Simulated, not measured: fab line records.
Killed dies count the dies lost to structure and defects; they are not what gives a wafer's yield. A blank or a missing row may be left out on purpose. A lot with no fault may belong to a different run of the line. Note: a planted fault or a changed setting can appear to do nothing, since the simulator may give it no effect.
Matching of chambers / flow n5-finfet / 4 sister chambers for N5_MOL_CONTACT_COAG_DESCUM_45 on rie-diel-05
The step chemistry O2, time 7 s. 4 wafers are shown with their chamber, then 8 later ones without.

EACH WAFER AND ITS CHAMBER
wafer=L075.5; chamber=1; throttle-valve-pct (%)=20.26
wafer=L086.3; chamber=0; throttle-valve-pct (%)=20.19
wafer=L087.6; chamber=2; throttle-valve-pct (%)=20.62
wafer=L092.1; chamber=3; throttle-valve-pct (%)=19.98

WAFERS WITH NO CHAMBER GIVEN
wafer=L092.2; throttle-valve-pct (%)=20.29
wafer=L092.3; throttle-valve-pct (%)=20.67
wafer=L093.3; throttle-valve-pct (%)=19.97
wafer=L093.4; throttle-valve-pct (%)=20.67
wafer=L093.6; throttle-valve-pct (%)=20.23
wafer=L094.1; throttle-valve-pct (%)=20.68
wafer=L094.5; throttle-valve-pct (%)=20.30
wafer=L094.6; throttle-valve-pct (%)=20.67

WHICH CHAMBER EACH WENT THROUGH
wafer=L092.2; from the rows above=can't be placed: 1 or 0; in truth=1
wafer=L092.3; from the rows above=2; in truth=2
wafer=L093.3; from the rows above=3; in truth=3
wafer=L093.4; from the rows above=2; in truth=2
wafer=L093.6; from the rows above=can't be placed: 1 or 0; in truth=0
wafer=L094.1; from the rows above=2; in truth=2
wafer=L094.5; from the rows above=can't be placed: 1 or 0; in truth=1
wafer=L094.6; from the rows above=2; in truth=2
Correctly placed: 5 of 8. Can't be placed from these rows: 3 (the true chamber is among the candidates in 3). Number placed wrongly: 0.
How it was worked out, from the rows above alone: a wafer's distance from a chamber is the root of the sum, over the readings, of the square of ((its reading less the chamber's mean) divided by the reading's scatter). If the next closest chamber is less than 2 further off than the closest, the wafer can't be placed; otherwise it belongs to the closest. A chamber's mean is the mean of its shown wafers. The scatter: with one shown wafer a chamber, the root of the mean of the squares of how far each hidden wafer lies from its nearest shown one.
